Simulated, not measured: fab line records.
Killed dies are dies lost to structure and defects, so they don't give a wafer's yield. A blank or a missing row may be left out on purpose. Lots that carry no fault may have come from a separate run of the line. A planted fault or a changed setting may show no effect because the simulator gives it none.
Struck lot and sound lot, side by side || flow nand harc || 15 steps out of a route of 1302
Sound: wafers L656.1, L656.3, L656.5. Wafers L663.3, L663.4, L663.5 were the ones struck. Last of all comes the cause.
Per side, at each step with rows, come the tool, then ch with its chambers, and then its first start. Under that, the readings that differ: sound wafers || struck wafers || difference of the means || sigmas: that difference in standard deviations of wafers without a fault.
alike: readings with means less than 2 such deviations apart, plus words and numbers identical on both sides. not compared: withheld readings, readings lacking a value on some wafer, bounds such as >300 that could conceal the same value, and numbers that have no deviation in the record and whose values overlap.
The two part at a step that has a row with sigmas, a row that says differs or no value, or rows on one side only. Numbers that have no deviation but don't overlap get no sigmas and don't part them. Lack of a reading on every wafer of one side parts them only where that side has two or more wafers.

first, 8 steps without rows for these wafers: NHARC_P_CONTACT_COAT_33 (time 75 s); NHARC_P_CONTACT_COAT_34 (time 65 s); NHARC_P_CONTACT_COAT_06 (resist thk 90 nm); NHARC_P_CONTACT_SOFTBAKE_07 (time 55 s); NHARC_P_CONTACT_EBR_08; NHARC_P_CONTACT_EXPOSE_09 (exposes mask P CA, target cd 90 nm); NHARC_P_CONTACT_PEB_10 (peb time 65 s); NHARC_P_CONTACT_DEVELOP_11 (develop time 35 s).
NHARC_P_CONTACT_CD_MEAS_12: the cd target is 90 nm.
  sound on cd sem-03 ch 0, day 8 00:49; struck on cd sem-03 ch 0, day 10 16:19
  alike: cd nm
NHARC_P_CONTACT_OVL_MEAS_13:
  struck on overlay-01, day 10 16:25; sound on overlay-02, day 8 00:54
  alike: overlay x nm, overlay y nm
NHARC_P_CONTACT_INSPECT_14:
  struck on defect inspect-02, day 10 16:27; sound on defect inspect-02, day 8 00:56
  alike: raw defect count
NHARC_P_CONTACT_DESCUM_17: chemistry O2, time 3 s.
  sound on rie diel-06 ch 0,1, day 8 01:01; struck on rie diel-06 ch 0,2,3, day 10 16:31
  alike: drypump motor current A, oes product au, rf vpp V, showerhead plenum p Torr, throttle valve pct
  not compared: rf hours counter h
NHARC_P_CONTACT_ETCH_35: etches the open film in CF4, target depth 39 nm, time 65 s.
  sound on rie diel-06 ch 0,3, day 8 01:06; struck on rie diel-06 ch 1,2,3, day 10 16:35
{"reading": "oes product au (a.u.)", "sound": "1.008 1.000 0.998", "struck": "0.858 0.861 0.859", "difference": -0.143, "sigmas": -15}
  alike: drypump motor current A, rf vpp V, showerhead plenum p Torr, throttle valve pct
  not compared: rf hours counter h
NHARC_P_CONTACT_ETCH_36: etches the open film in N2/H2, target depth 260 nm, time 406.25 s.
  sound: rie diel-06 ch 1,3; struck: rie diel-06 ch 0,1
  alike: drypump motor current A, h2 flow sccm, oes product au, rf vpp V, showerhead plenum p Torr, throttle valve pct
  not compared: rf hours counter h
-- jump in the record: it breaks off in module P_CONTACT and resumes in module END (first step shown: number 1302 of the route), and 19 days separate the struck wafers' starts before and after --
NHARC_END_SORT_01:
  at this point the record logs the struck wafers (prober-02 ch 0, day 29 08:41) and has no rows for the sound ones

WHERE THEY PART
At NHARC_P_CONTACT_ETCH_35 first; at NHARC_END_SORT_01 last (within this record only).

WHY: what the simulator had put in
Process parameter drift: rie diel-06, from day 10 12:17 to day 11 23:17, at NHARC_P_CONTACT_ETCH_35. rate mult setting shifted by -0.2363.
